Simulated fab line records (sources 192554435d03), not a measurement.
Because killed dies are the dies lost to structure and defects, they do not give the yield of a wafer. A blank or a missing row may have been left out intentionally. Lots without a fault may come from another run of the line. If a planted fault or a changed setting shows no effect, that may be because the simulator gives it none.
Split-lot experiment :: flow n5 finfet :: on a route of 1938 steps: 7 lots, 39 wafers read

== SPLIT DETAILS ==
At N5_DUMMY_GATE_EXPOSE_12 (exposes mask GATE, target cd 25 nm), the setting dose mj was moved away from the recipe's 34 on 12 of the 39 wafers read, by -6.0% to +7.3%. This setting was run at the recipe's value on the other wafers.

== FROM THE SPLIT TO THE READING: what the file shows between them, 13 steps ==
- N5_DUMMY_GATE_PEB_13: peb time 60 s
- N5_DUMMY_GATE_DEVELOP_14: develop time 30 s
- N5_DUMMY_GATE_CD_MEAS_15: target cd 25.8 nm
- N5_DUMMY_GATE_STRIP_38: strips in N2/H2
- N5_DUMMY_GATE_STRIP_39: strips in N2/H2
- N5_DUMMY_GATE_TRIM_49: chemistry O2, time 29 s, target cd 14 nm
- N5_DUMMY_GATE_STRIP_40: strips in CF4
- N5_DUMMY_GATE_CD_MEAS_50: target cd 14 nm
- N5_DUMMY_GATE_ETCH_31: etches SiO2 in C4F6/O2, target depth 82.5 nm, time 27.5 s
- N5_DUMMY_GATE_STRIP_41: strips in O2
- N5_DUMMY_GATE_ETCH_32: etches SiO2 in CF4, target depth 3.5 nm, time 3.9 s
- N5_DUMMY_GATE_ETCH_23: etches poly-Si in HBr/Cl2/O2, target depth 41 nm, time 22.3 s
- N5_DUMMY_GATE_ETCH_44: etches poly-Si in HBr/O2, stops on SiO2, target depth 127.5 nm

== THE READING ==
Shown in nm: cd nm at N5_DUMMY_GATE_CD_MEAS_24, with target cd 15 nm. Typical for fault-free wafers on this fab line: 15.0 nm, with standard deviation 0.31 nm.

wafer: L075.1
tool, chamber at the split: euv scanner-01, 0
dose mj as run: 34
against the recipe: recipe
cd nm, nm: 14.6
against lot-mates on the recipe: -

wafer: L075.2
tool, chamber at the split: euv scanner-01, 0
dose mj as run: 34
against the recipe: recipe
cd nm, nm: 14.9
against lot-mates on the recipe: -

wafer: L075.3
tool, chamber at the split: euv scanner-01, 0
dose mj as run: 34
against the recipe: recipe
cd nm, nm: 14.6
against lot-mates on the recipe: -

wafer: L075.4
tool, chamber at the split: euv scanner-01, 0
dose mj as run: 34
against the recipe: recipe
cd nm, nm: 14.7
against lot-mates on the recipe: -

wafer: L075.5
tool, chamber at the split: euv scanner-01, 0
dose mj as run: 34
against the recipe: recipe
cd nm, nm: 14.9
against lot-mates on the recipe: -

wafer: L075.6
tool, chamber at the split: euv scanner-01, 0
dose mj as run: 34
against the recipe: recipe
cd nm, nm: 15.6
against lot-mates on the recipe: -

wafer: L077.1
tool, chamber at the split: euv scanner-02, 0
dose mj as run: 34
against the recipe: recipe
cd nm, nm: 15.0
against lot-mates on the recipe: -

wafer: L077.2
tool, chamber at the split: euv scanner-02, 0
dose mj as run: 34
against the recipe: recipe
cd nm, nm: 14.9
against lot-mates on the recipe: -

wafer: L077.3
tool, chamber at the split: euv scanner-02, 0
dose mj as run: 32.62
against the recipe: -4.1%
cd nm, nm: 16.2
against lot-mates on the recipe: +1.1

wafer: L077.4
tool, chamber at the split: euv scanner-02, 0
dose mj as run: 32.62
against the recipe: -4.1%
cd nm, nm: 16.0
against lot-mates on the recipe: +0.9

wafer: L077.5
tool, chamber at the split: euv scanner-02, 0
dose mj as run: 32.62
against the recipe: -4.1%
cd nm, nm: 16.0
against lot-mates on the recipe: +0.9

wafer: L077.6
tool, chamber at the split: euv scanner-02, 0
dose mj as run: 34
against the recipe: recipe
cd nm, nm: 15.4
against lot-mates on the recipe: -

wafer: L080.1
tool, chamber at the split: euv scanner-01, 0
dose mj as run: 34
against the recipe: recipe
cd nm, nm: 14.8
against lot-mates on the recipe: -

wafer: L080.2
tool, chamber at the split: euv scanner-01, 0
dose mj as run: 34
against the recipe: recipe
cd nm, nm: 14.2
against lot-mates on the recipe: -

wafer: L080.3
tool, chamber at the split: euv scanner-01, 0
dose mj as run: 34
against the recipe: recipe
cd nm, nm: 14.4
against lot-mates on the recipe: -

wafer: L080.4
tool, chamber at the split: euv scanner-01, 0
dose mj as run: 34
against the recipe: recipe
cd nm, nm: 15.0
against lot-mates on the recipe: -

wafer: L080.5
tool, chamber at the split: euv scanner-01, 0
dose mj as run: 34
against the recipe: recipe
cd nm, nm: 14.3
against lot-mates on the recipe: -

wafer: L080.6
tool, chamber at the split: euv scanner-01, 0
dose mj as run: 34
against the recipe: recipe
cd nm, nm: 14.8
against lot-mates on the recipe: -

wafer: L088.1
tool, chamber at the split: euv scanner-02, 0
dose mj as run: 34
against the recipe: recipe
cd nm, nm: 15.4
against lot-mates on the recipe: -

wafer: L088.2
tool, chamber at the split: euv scanner-02, 0
dose mj as run: 36.49
against the recipe: +7.3%
cd nm, nm: 13.6
against lot-mates on the recipe: -1.4

wafer: L088.3
tool, chamber at the split: euv scanner-02, 0
dose mj as run: 34
against the recipe: recipe
cd nm, nm: 14.7
against lot-mates on the recipe: -

wafer: L088.4
tool, chamber at the split: euv scanner-02, 0
dose mj as run: 34
against the recipe: recipe
cd nm, nm: 14.8
against lot-mates on the recipe: -

wafer: L088.5
tool, chamber at the split: euv scanner-02, 0
dose mj as run: 36.49
against the recipe: +7.3%
cd nm, nm: 13.1
against lot-mates on the recipe: -1.9

wafer: L088.6
tool, chamber at the split: euv scanner-02, 0
dose mj as run: 36.49
against the recipe: +7.3%
cd nm, nm: 13.7
against lot-mates on the recipe: -1.3

wafer: L091.2
tool, chamber at the split: euv scanner-02, 0
dose mj as run: 34
against the recipe: recipe
cd nm, nm: 14.9
against lot-mates on the recipe: -

wafer: L091.4
tool, chamber at the split: euv scanner-02, 0
dose mj as run: 34
against the recipe: recipe
cd nm, nm: 14.7
against lot-mates on the recipe: -

wafer: L091.6
tool, chamber at the split: euv scanner-02, 0
dose mj as run: 34
against the recipe: recipe
cd nm, nm: 14.6
against lot-mates on the recipe: -

wafer: L092.1
tool, chamber at the split: euv scanner-02, 0
dose mj as run: 34
against the recipe: recipe
cd nm, nm: 14.9
against lot-mates on the recipe: -

wafer: L092.2
tool, chamber at the split: euv scanner-02, 0
dose mj as run: 34
against the recipe: recipe
cd nm, nm: 14.4
against lot-mates on the recipe: -

wafer: L092.3
tool, chamber at the split: euv scanner-02, 0
dose mj as run: 34
against the recipe: recipe
cd nm, nm: 14.8
against lot-mates on the recipe: -

wafer: L092.4
tool, chamber at the split: euv scanner-02, 0
dose mj as run: 31.97
against the recipe: -6.0%
cd nm, nm: 16.0
against lot-mates on the recipe: +1.3

wafer: L092.5
tool, chamber at the split: euv scanner-02, 0
dose mj as run: 31.97
against the recipe: -6.0%
cd nm, nm: 16.0
against lot-mates on the recipe: +1.3

wafer: L092.6
tool, chamber at the split: euv scanner-02, 0
dose mj as run: 31.97
against the recipe: -6.0%
cd nm, nm: 15.9
against lot-mates on the recipe: +1.2

wafer: L094.1
tool, chamber at the split: euv scanner-01, 0
dose mj as run: 32.64
against the recipe: -4.0%
cd nm, nm: 15.6
against lot-mates on the recipe: +0.6

wafer: L094.2
tool, chamber at the split: euv scanner-01, 0
dose mj as run: 32.64
against the recipe: -4.0%
cd nm, nm: 15.9
against lot-mates on the recipe: +0.9

wafer: L094.3
tool, chamber at the split: euv scanner-01, 0
dose mj as run: 34
against the recipe: recipe
cd nm, nm: 14.7
against lot-mates on the recipe: -

wafer: L094.4
tool, chamber at the split: euv scanner-01, 0
dose mj as run: 32.64
against the recipe: -4.0%
cd nm, nm: 15.6
against lot-mates on the recipe: +0.6

wafer: L094.5
tool, chamber at the split: euv scanner-01, 0
dose mj as run: 34
against the recipe: recipe
cd nm, nm: 14.9
against lot-mates on the recipe: -

wafer: L094.6
tool, chamber at the split: euv scanner-01, 0
dose mj as run: 34
against the recipe: recipe
cd nm, nm: 15.3
against lot-mates on the recipe: -

FIT RESULTS
A straight line over all 39 wafers: cd nm changes by -0.206 nm for each +1% of dose mj; r = -0.90; the points scatter about the line by 0.31 nm.
The same after taking each lot's own level away (the mean of its wafers on the recipe; 39 wafers): -0.208 nm for each +1%; r = -0.93; scatter 0.26 nm.
That fit puts the effect of the largest move of dose mj on the reading at 1.5 nm.
The lots' own levels span 14.58 to 15.10 nm, that is 1.7 times the standard deviation above.
Consequently the slope shifts little with the lot-to-lot level, the two slopes agreeing.
Check: -1.56 nm against its lot-mates is what the line predicts for one of the wafers moved furthest among these (+7.3%) when that wafer is left out of the fit. It came out at -1.37 nm against them.

== THE WHOLE CHAIN: every reading that the file lists as answering this split, in the file's order ==
step: N5_DUMMY_GATE_CD_MEAS_15
what it does: target cd 25.8 nm
reading: cd nm
change (the file's fit): -0.186 nm for each +1% of the setting
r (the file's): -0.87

step: N5_DUMMY_GATE_TRIM_49
what it does: chemistry O2, time 29 s, target cd 14 nm
reading: DUMMY_GATE.cd nm (the simulator's own value, which no gauge read)
change (the file's fit): -0.183 nm for each +1% of the setting
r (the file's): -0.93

step: N5_DUMMY_GATE_CD_MEAS_50
what it does: target cd 14 nm
reading: cd nm
change (the file's fit): -0.194 nm for each +1% of the setting
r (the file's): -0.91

step: N5_DUMMY_GATE_ETCH_44
what it does: etches poly-Si in HBr/O2, stops on SiO2, target depth 127.5 nm
reading: DUMMY_GATE.cd nm (the simulator's own value, which no gauge read)
change (the file's fit): -0.186 nm for each +1% of the setting
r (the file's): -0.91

step: N5_DUMMY_GATE_CD_MEAS_24
what it does: target cd 15 nm
reading: cd nm
change (the file's fit): -0.208 nm for each +1% of the setting
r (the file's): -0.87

== FILE'S OWN FIT ==
cd nm changes by -0.208 nm for each +1% of dose mj, r = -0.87.
